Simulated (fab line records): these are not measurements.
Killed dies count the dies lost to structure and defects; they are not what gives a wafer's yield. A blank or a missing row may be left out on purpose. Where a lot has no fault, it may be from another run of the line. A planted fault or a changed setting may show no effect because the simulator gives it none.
What tool caused it? | flow nandHarc | 12 lots with 36 wafers sampled at 6 steps, on a route of 1302 steps

## WHAT EACH GAUGE READ, for each wafer
NHARC_A_ZERO_WELL_INSPECT_17.
lot  | measured     | on               | rawDefectCount
L681 | day 6 17:56  | defectInspect-02 | 12 13 16
L682 | day 7 10:25  | defectInspect-02 | 11 12 12
L683 | day 7 12:50  | defectInspect-02 | 13 5 11
L689 | day 10 02:29 | defectInspect-01 | 5 12 6
L691 | day 11 03:58 | defectInspect-02 | 8 6 9
L693 | day 11 17:59 | defectInspect-01 | 4 18 7
L697 | day 13 14:25 | defectInspect-01 | 6 9 22
L699 | day 14 16:16 | defectInspect-02 | 18 5 11
L701 | day 14 22:07 | defectInspect-02 | 8 10 19
L700 | day 14 22:47 | defectInspect-02 | 5 4 5
L702 | day 15 10:25 | defectInspect-02 | 8 11 5
L703 | day 16 03:51 | defectInspect-01 | 5 2 14

NHARC_A_ONON_D1_INSPECT_32.
lot  | measured     | on               | rawDefectCount
L681 | day 8 05:04  | defectInspect-01 | 68 60 67
L682 | day 8 19:41  | defectInspect-02 | 44 53 65
L683 | day 8 19:44  | defectInspect-01 | 42 53 53
L689 | day 11 14:16 | defectInspect-01 | 733 731 773
L691 | day 12 15:06 | defectInspect-02 | 708 785 755
L693 | day 13 02:58 | defectInspect-01 | 82 44 63
L697 | day 15 01:46 | defectInspect-02 | 55 50 53
L699 | day 16 04:25 | defectInspect-02 | 88 66 62
L701 | day 16 11:54 | defectInspect-01 | 33 82 57
L700 | day 16 12:02 | defectInspect-02 | 56 43 76
L702 | day 17 04:32 | defectInspect-01 | 42 40 45
L703 | day 17 19:51 | defectInspect-02 | 58 49 56

NHARC_END_SORT_01.
lot  | measured     | on        | killedAtArray | killedAtOther | killedAtPeriphery | killedDies  | killedOpen | killedShort
L689 | day 27 21:34 | prober-01 | 166 131 96    | 0 0 5         | 3 1 2             | 169 132 103 | 3 2 5      | 1 3 0
L691 | day 28 19:05 | prober-01 | 126 104 104   | 2 0 1         | 3 2 4             | 131 106 109 | 4 3 6      | 2 1 3

## TOOL THAT RAN EACH LOT (tool first, then ch and the chambers of the sampled wafers, then the start)
lot  | NHARC_A_ZERO_WELL_ETCH_13       | NHARC_A_ONON_D1_DEP_33          | NHARC_A_CHANNEL_HOLE_D1_DEP_00
L681 | rieSi-01 ch 1,3, day 6 16:50    | pecvd-02 ch 0,2, day 8 04:41    | aclDep-02 ch 0, day 8 06:40
L682 | rieSi-05 ch 0,1,3, day 7 09:20  | pecvd-01 ch 0,1,2, day 8 19:12  | aclDep-02 ch 0, day 8 19:46
L683 | rieSi-05 ch 0,1,2, day 7 11:46  | pecvd-02 ch 0,1, day 8 19:20    | aclDep-03 ch 0, day 8 20:08
L689 | rieSi-05 ch 0,1,3, day 10 01:23 | pecvd-01 ch 0,1,2, day 11 13:46 | aclDep-03 ch 0, day 11 17:23
L691 | rieSi-01 ch 1,3, day 11 02:52   | pecvd-01 ch 0,1, day 12 14:37   | aclDep-03 ch 0, day 12 15:10
L693 | rieSi-01 ch 1,2,3, day 11 16:54 | pecvd-03 ch 1,2, day 13 02:32   | aclDep-01 ch 0, day 13 03:02
L697 | rieSi-05 ch 0,1, day 13 13:19   | pecvd-02 ch 1,2, day 15 01:17   | aclDep-03 ch 0, day 15 06:19
L699 | rieSi-05 ch 0,1,3, day 14 15:09 | pecvd-01 ch 0,1,2, day 16 03:56 | aclDep-03 ch 0, day 16 04:29
L701 | rieSi-05 ch 1,2,3, day 14 20:55 | pecvd-01 ch 0,1,2, day 16 11:29 | aclDep-02 ch 0, day 16 12:36
L700 | rieSi-01 ch 1,2,3, day 14 21:36 | pecvd-02 ch 0,1,2, day 16 11:36 | aclDep-03 ch 0, day 16 12:42
L702 | rieSi-06 ch 1,2,3, day 15 09:19 | pecvd-01 ch 0,1,2, day 17 04:09 | aclDep-01 ch 0, day 17 04:55
L703 | rieSi-05 ch 2,3, day 16 02:34   | pecvd-01 ch 1,2, day 17 19:25   | aclDep-02 ch 0, day 17 22:36
- NHARC_A_ZERO_WELL_ETCH_13: etches the open film in HBr/Cl2, target depth 120 nm, time 40.1 s.
- NHARC_A_ONON_D1_DEP_33: deposits SiO2, target thk 200 nm.
- NHARC_A_CHANNEL_HOLE_D1_DEP_00: deposits aC, target thk 3100 nm.

## AS READ BY THE TOOLS THEMSELVES (means over the sampled wafers that have a number; for cases with no such wafer, the mark the record gives instead)
NHARC_A_ZERO_WELL_ETCH_13.
lot  | tool     | drypumpMotorCurrentA (A) | oesProductAu (a.u.) | rfFwdPowerW (W) | throttleValvePct (%)
L681 | rieSi-01 | 6.4                      | 1.001               | 393.0           | 26.415
L682 | rieSi-05 | 6.2                      | 1.000               | 394.9           | 26.409
L683 | rieSi-05 | 5.8                      | 1.001               | 395.3           | 26.403
L689 | rieSi-05 | 6.2                      | 0.998               | 395.1           | 26.404
L691 | rieSi-01 | 6.3                      | 1.007               | 395.6           | 26.403
L693 | rieSi-01 | 6.1                      | 0.990               | 395.7           | 26.398
L697 | rieSi-05 | 5.9                      | 1.007               | 396.6           | 26.404
L699 | rieSi-05 | 6.2                      | 1.007               | 394.9           | 26.404
L701 | rieSi-05 | 6.0                      | 1.012               | 394.9           | 26.409
L700 | rieSi-01 | 6.1                      | 0.994               | 394.2           | 26.413
L702 | rieSi-06 | 5.8                      | 0.986               | 394.9           | 26.405
L703 | rieSi-05 | 6.2                      | 1.001               | 393.9           | 26.403

NHARC_A_ONON_D1_DEP_33.
lot  | tool     | heaterPowerW (W) | rfFwdPowerW (W) | throttleValvePct (%)
L681 | pecvd-02 | 548              | 901.1           | 15.8
L682 | pecvd-01 | 597              | 901.1           | 16.4
L683 | pecvd-02 | 490              | 899.1           | 14.9
L689 | pecvd-01 | 575              | 898.1           | 16.3
L691 | pecvd-01 | 679              | 895.0           | 16.8
L693 | pecvd-03 | 615              | 894.4           | 16.5
L697 | pecvd-02 | 495              | 897.5           | 15.4
L699 | pecvd-01 | 575              | 897.1           | 16.6
L701 | pecvd-01 | 500              | 896.8           | 16.7
L700 | pecvd-02 | 558              | 900.2           | 15.3
L702 | pecvd-01 | 533              | 895.9           | 16.7
L703 | pecvd-01 | 511              | 900.3           | 16.2

NHARC_A_CHANNEL_HOLE_D1_DEP_00.
lot  | tool      | throttleValvePct (%)
L681 | aclDep-02 | 34.998
L682 | aclDep-02 | 34.998
L683 | aclDep-03 | 35.004
L689 | aclDep-03 | 35.005
L691 | aclDep-03 | 34.993
L693 | aclDep-01 | 35.004
L697 | aclDep-03 | 34.998
L699 | aclDep-03 | 34.990
L701 | aclDep-02 | 34.994
L700 | aclDep-03 | 35.005
L702 | aclDep-01 | 34.995
L703 | aclDep-02 | 35.000

## THE ANSWER, worked out from the rows above alone
Rule: usual is defined by the lots themselves. The widest of any qualifying gaps counts: lots, ordered by their means at a reading, are off when they make up no more than a third of the lots, leave a main group of 4 or more, and stand apart from it by 3 or more times the standard deviation of that group's means. The tables above print the reading to a certain number of digits; a main group whose means all agree to those digits is not used. A lot without any number at a reading at which 4 lots or more have one is off too. Any other lot the step has rows for is counted as sound. The gauges are gone through in route order, then the tools' own readings, and for those a lot's mean is taken as printed above. At the first step where some lot is off, the reading lying furthest off is the one used; lots without a number count as furthest.
Off at NHARC_A_ONON_D1_INSPECT_32 (rawDefectCount): L689, L691. Main group: mean 57, sd 8.
If a tool, at a process step before that reading, ran all the lots that are off and no sound lot after the first of them, it fits. The gauges at NHARC_A_ONON_D1_INSPECT_32 are tried like those tools. No candidate that was tried fits.

## WHAT HAD BEEN PUT IN BY THE SIMULATOR
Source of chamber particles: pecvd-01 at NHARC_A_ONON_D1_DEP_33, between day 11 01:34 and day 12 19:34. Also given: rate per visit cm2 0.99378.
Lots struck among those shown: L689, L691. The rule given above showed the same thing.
